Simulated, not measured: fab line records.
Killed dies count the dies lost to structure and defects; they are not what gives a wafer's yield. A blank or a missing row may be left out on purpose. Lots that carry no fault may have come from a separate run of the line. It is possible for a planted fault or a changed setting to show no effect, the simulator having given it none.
Matching of chambers || flow n5Finfet || N5_BEOL_M3_STRIP_36 on rieDiel-02 has 4 sister chambers
The step strips in N2/H2. 24 wafers are shown with their chamber, then 12 later ones without.

## WAFERS, EACH WITH ITS CHAMBER
{"wafer": "L074.4", "chamber": 3, "showerheadPlenumPTorr (Torr)": 2.54, "throttleValvePct (%)": 23.6, "drypumpMotorCurrentA (A)": 6.5}
{"wafer": "L074.5", "chamber": 3, "showerheadPlenumPTorr (Torr)": 2.54, "throttleValvePct (%)": 23.7, "drypumpMotorCurrentA (A)": 6.5}
{"wafer": "L074.6", "chamber": 2, "showerheadPlenumPTorr (Torr)": 2.43, "throttleValvePct (%)": 23.7, "drypumpMotorCurrentA (A)": 6.3}
{"wafer": "L076.2", "chamber": 3, "showerheadPlenumPTorr (Torr)": 2.54, "throttleValvePct (%)": 23.7, "drypumpMotorCurrentA (A)": 6.5}
{"wafer": "L076.3", "chamber": 1, "showerheadPlenumPTorr (Torr)": 2.61, "throttleValvePct (%)": 23.4, "drypumpMotorCurrentA (A)": 5.1}
{"wafer": "L076.4", "chamber": 2, "showerheadPlenumPTorr (Torr)": 2.43, "throttleValvePct (%)": 23.7, "drypumpMotorCurrentA (A)": 6.3}
{"wafer": "L077.3", "chamber": 2, "showerheadPlenumPTorr (Torr)": 2.43, "throttleValvePct (%)": 23.7, "drypumpMotorCurrentA (A)": 6.3}
{"wafer": "L077.4", "chamber": 1, "showerheadPlenumPTorr (Torr)": 2.61, "throttleValvePct (%)": 23.4, "drypumpMotorCurrentA (A)": 5.1}
{"wafer": "L077.5", "chamber": 3, "showerheadPlenumPTorr (Torr)": 2.54, "throttleValvePct (%)": 23.7, "drypumpMotorCurrentA (A)": 6.5}
{"wafer": "L078.1", "chamber": 3, "showerheadPlenumPTorr (Torr)": 2.54, "throttleValvePct (%)": 23.6, "drypumpMotorCurrentA (A)": 6.4}
{"wafer": "L078.2", "chamber": 1, "showerheadPlenumPTorr (Torr)": 2.61, "throttleValvePct (%)": 23.4, "drypumpMotorCurrentA (A)": 5.1}
{"wafer": "L078.4", "chamber": 2, "showerheadPlenumPTorr (Torr)": 2.43, "throttleValvePct (%)": 23.7, "drypumpMotorCurrentA (A)": 6.3}
{"wafer": "L081.2", "chamber": 2, "showerheadPlenumPTorr (Torr)": 2.43, "throttleValvePct (%)": 23.7, "drypumpMotorCurrentA (A)": 6.3}
{"wafer": "L081.3", "chamber": 3, "showerheadPlenumPTorr (Torr)": 2.54, "throttleValvePct (%)": 23.6, "drypumpMotorCurrentA (A)": 6.5}
{"wafer": "L081.6", "chamber": 3, "showerheadPlenumPTorr (Torr)": 2.54, "throttleValvePct (%)": 23.7, "drypumpMotorCurrentA (A)": 6.5}
{"wafer": "L082.1", "chamber": 3, "showerheadPlenumPTorr (Torr)": 2.53, "throttleValvePct (%)": 23.7, "drypumpMotorCurrentA (A)": 6.4}
{"wafer": "L082.4", "chamber": 0, "showerheadPlenumPTorr (Torr)": 2.59, "throttleValvePct (%)": 22.8, "drypumpMotorCurrentA (A)": 6.4}
{"wafer": "L082.5", "chamber": 0, "showerheadPlenumPTorr (Torr)": 2.59, "throttleValvePct (%)": 22.8, "drypumpMotorCurrentA (A)": 6.4}
{"wafer": "L083.3", "chamber": 3, "showerheadPlenumPTorr (Torr)": 2.53, "throttleValvePct (%)": 23.7, "drypumpMotorCurrentA (A)": 6.5}
{"wafer": "L083.5", "chamber": 1, "showerheadPlenumPTorr (Torr)": 2.61, "throttleValvePct (%)": 23.4, "drypumpMotorCurrentA (A)": 5.1}
{"wafer": "L083.6", "chamber": 0, "showerheadPlenumPTorr (Torr)": 2.59, "throttleValvePct (%)": 22.8, "drypumpMotorCurrentA (A)": 6.4}
{"wafer": "L085.1", "chamber": 1, "showerheadPlenumPTorr (Torr)": 2.60, "throttleValvePct (%)": 23.4, "drypumpMotorCurrentA (A)": 5.1}
{"wafer": "L085.3", "chamber": 3, "showerheadPlenumPTorr (Torr)": 2.53, "throttleValvePct (%)": 23.6, "drypumpMotorCurrentA (A)": 6.5}
{"wafer": "L085.5", "chamber": 0, "showerheadPlenumPTorr (Torr)": 2.59, "throttleValvePct (%)": 22.8, "drypumpMotorCurrentA (A)": 6.5}

SIGNATURES (averages over the wafers above)
{"reading": "showerheadPlenumPTorr", "chamber 0": 2.5900, "chamber 1": 2.6080, "chamber 2": 2.4300, "chamber 3": 2.5370, "scatter within a chamber": 0.00381}
{"reading": "throttleValvePct", "chamber 0": 22.800, "chamber 1": 23.400, "chamber 2": 23.700, "chamber 3": 23.660, "scatter within a chamber": 0.0346}
{"reading": "drypumpMotorCurrentA", "chamber 0": 6.425, "chamber 1": 5.100, "chamber 2": 6.300, "chamber 3": 6.480, "scatter within a chamber": 0.0343}
Rule: a wafer's distance from a chamber is the root of the sum, over the readings, of the square of ((its reading less the chamber's mean) divided by the reading's scatter). The wafer belongs to the nearest chamber; if the next one is less than 2 further off, it can't be placed. The scatter: take each reading less its chamber's mean, square it, sum over the shown wafers, divide by the number of wafers less the number of chambers, and take the root.

## WAFERS MISSING THEIR CHAMBER
{"wafer": "L090.1", "showerheadPlenumPTorr (Torr)": 2.60, "throttleValvePct (%)": 23.4, "drypumpMotorCurrentA (A)": 5.1}
{"wafer": "L090.4", "showerheadPlenumPTorr (Torr)": 2.53, "throttleValvePct (%)": 23.7, "drypumpMotorCurrentA (A)": 6.5}
{"wafer": "L090.5", "showerheadPlenumPTorr (Torr)": 2.60, "throttleValvePct (%)": 23.4, "drypumpMotorCurrentA (A)": 5.1}
{"wafer": "L089.3", "showerheadPlenumPTorr (Torr)": 2.58, "throttleValvePct (%)": 22.8, "drypumpMotorCurrentA (A)": 6.5}
{"wafer": "L089.5", "showerheadPlenumPTorr (Torr)": 2.42, "throttleValvePct (%)": 23.7, "drypumpMotorCurrentA (A)": 6.3}
{"wafer": "L089.6", "showerheadPlenumPTorr (Torr)": 2.60, "throttleValvePct (%)": 23.4, "drypumpMotorCurrentA (A)": 5.0}
{"wafer": "L091.2", "showerheadPlenumPTorr (Torr)": 2.53, "throttleValvePct (%)": 23.7, "drypumpMotorCurrentA (A)": 6.4}
{"wafer": "L091.3", "showerheadPlenumPTorr (Torr)": 2.42, "throttleValvePct (%)": 23.7, "drypumpMotorCurrentA (A)": 6.3}
{"wafer": "L091.5", "showerheadPlenumPTorr (Torr)": 2.58, "throttleValvePct (%)": 22.8, "drypumpMotorCurrentA (A)": 6.4}
{"wafer": "L097.3", "showerheadPlenumPTorr (Torr)": 2.41, "throttleValvePct (%)": 23.8, "drypumpMotorCurrentA (A)": 6.4}
{"wafer": "L097.4", "showerheadPlenumPTorr (Torr)": 2.57, "throttleValvePct (%)": 22.8, "drypumpMotorCurrentA (A)": 6.4}
{"wafer": "L097.6", "showerheadPlenumPTorr (Torr)": 2.52, "throttleValvePct (%)": 23.7, "drypumpMotorCurrentA (A)": 6.5}

## EACH ONE'S CHAMBER
{"wafer": "L090.1", "from the rows above": 1, "in truth": 1}
{"wafer": "L090.4", "from the rows above": 3, "in truth": 3}
{"wafer": "L090.5", "from the rows above": 1, "in truth": 1}
{"wafer": "L089.3", "from the rows above": 0, "in truth": 0}
{"wafer": "L089.5", "from the rows above": 2, "in truth": 2}
{"wafer": "L089.6", "from the rows above": 1, "in truth": 1}
{"wafer": "L091.2", "from the rows above": 3, "in truth": 3}
{"wafer": "L091.3", "from the rows above": 2, "in truth": 2}
{"wafer": "L091.5", "from the rows above": 0, "in truth": 0}
{"wafer": "L097.3", "from the rows above": 2, "in truth": 2}
{"wafer": "L097.4", "from the rows above": 0, "in truth": 0}
{"wafer": "L097.6", "from the rows above": 3, "in truth": 3}
Placed correctly: 12 of 12. Can't be placed from these rows: 0. Number placed wrongly: 0.
